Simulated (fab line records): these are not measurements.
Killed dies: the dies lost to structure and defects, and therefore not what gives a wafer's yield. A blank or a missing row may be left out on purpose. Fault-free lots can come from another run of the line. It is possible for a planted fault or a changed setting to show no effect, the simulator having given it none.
Chamber matching || flow nandHarc || NHARC_P_M0_DEP_32 on pecvd-02: 3 sister chambers
The step deposits SiCN, target thk 30 nm. 6 wafers are shown with their chamber, then 10 later ones without.

## WAFERS PAIRED WITH THEIR CHAMBERS
{"wafer": "L758.2", "chamber": 2, "heaterPowerW (W)": 578}
{"wafer": "L759.5", "chamber": 0, "heaterPowerW (W)": 585}
{"wafer": "L760.1", "chamber": 2, "heaterPowerW (W)": 610}
{"wafer": "L760.5", "chamber": 1, "heaterPowerW (W)": 489}
{"wafer": "L764.2", "chamber": 0, "heaterPowerW (W)": 651}
{"wafer": "L764.3", "chamber": 1, "heaterPowerW (W)": 540}

## WAFERS WITHOUT THEIR CHAMBER
{"wafer": "L764.6", "heaterPowerW (W)": 568}
{"wafer": "L771.2", "heaterPowerW (W)": 598}
{"wafer": "L771.3", "heaterPowerW (W)": 624}
{"wafer": "L771.6", "heaterPowerW (W)": 622}
{"wafer": "L774.1", "heaterPowerW (W)": 510}
{"wafer": "L774.3", "heaterPowerW (W)": 580}
{"wafer": "L774.4", "heaterPowerW (W)": 582}
{"wafer": "L777.2", "heaterPowerW (W)": 667}
{"wafer": "L777.3", "heaterPowerW (W)": 589}
{"wafer": "L777.4", "heaterPowerW (W)": 560}

## CHAMBER TAKEN BY EACH
{"wafer": "L764.6", "from the rows above": "can't be placed: 2 or 0 or 1", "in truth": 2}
{"wafer": "L771.2", "from the rows above": "can't be placed: 2 or 0", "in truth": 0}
{"wafer": "L771.3", "from the rows above": "can't be placed: 0 or 2", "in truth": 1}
{"wafer": "L771.6", "from the rows above": "can't be placed: 0 or 2", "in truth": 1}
{"wafer": "L774.1", "from the rows above": 1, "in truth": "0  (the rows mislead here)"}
{"wafer": "L774.3", "from the rows above": "can't be placed: 2 or 0 or 1", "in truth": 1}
{"wafer": "L774.4", "from the rows above": "can't be placed: 2 or 0 or 1", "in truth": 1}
{"wafer": "L777.2", "from the rows above": "can't be placed: 0 or 2", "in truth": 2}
{"wafer": "L777.3", "from the rows above": "can't be placed: 2 or 0 or 1", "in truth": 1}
{"wafer": "L777.4", "from the rows above": "can't be placed: 2 or 1 or 0", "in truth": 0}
0 of 10 placed correctly. From these rows, 9 cannot be placed; in 7 the true chamber is one of the candidates. Placed wrongly: 1.
How it was worked out, from the rows above alone: a wafer's distance from a chamber is the root of the sum, over the readings, of the square of ((its reading less the chamber's mean) divided by the reading's scatter). The wafer belongs to the nearest chamber; if the next one is less than 2 further off, it can't be placed. A chamber's mean is the mean of its shown wafers. The scatter: the root of (the sum of the squares of (reading less its chamber's mean) over the shown wafers, divided by (wafers less chambers)).
